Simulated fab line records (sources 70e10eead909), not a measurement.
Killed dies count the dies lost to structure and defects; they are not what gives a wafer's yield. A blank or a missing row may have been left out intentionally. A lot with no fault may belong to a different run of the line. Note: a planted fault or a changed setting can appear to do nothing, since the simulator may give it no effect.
Matching of chambers -- flow nand_harc -- NHARC_P_M0_PRE_CLEAN_31 on pecvd-03: 3 sister chambers
The step time 12 s. 6 wafers are shown with their chamber, then 8 later ones without.

## EACH WAFER AND ITS CHAMBER
wafer,chamber,heater_power_w (W)
L081.3,0,665
L081.5,1,777
L088.4,2,574
L088.5,1,715
L088.6,0,705
L087.2,2,516

## WAFERS WITH NO CHAMBER GIVEN
wafer,heater_power_w (W)
L087.3,790
L087.5,766
L085.2,536
L085.3,581
L085.5,781
L089.1,609
L089.2,584
L089.3,697

## EACH ONE'S CHAMBER
wafer,from the rows above,in truth
L087.3,can't be placed: 1 or 0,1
L087.5,can't be placed: 1 or 0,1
L085.2,2,2
L085.3,can't be placed: 2 or 0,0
L085.5,can't be placed: 1 or 0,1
L089.1,can't be placed: 2 or 0 or 1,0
L089.2,can't be placed: 2 or 0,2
L089.3,can't be placed: 0 or 1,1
Correct placement for 1 of the 8. These rows do not allow placing 7 (true chamber among the candidates in 7). Number placed wrongly: 0.
How it was worked out, from the rows above alone: a wafer's distance from a chamber is the root of the sum, over the readings, of the square of ((its reading less the chamber's mean) divided by the reading's scatter). The wafer belongs to the nearest chamber; if the next one is less than 2 further off, it can't be placed. The mean given for a chamber averages the wafers shown for that chamber. The scatter is the square root of a quotient: the sum, over the shown wafers, of each reading's squared deviation from its chamber's mean, divided by wafers minus chambers.
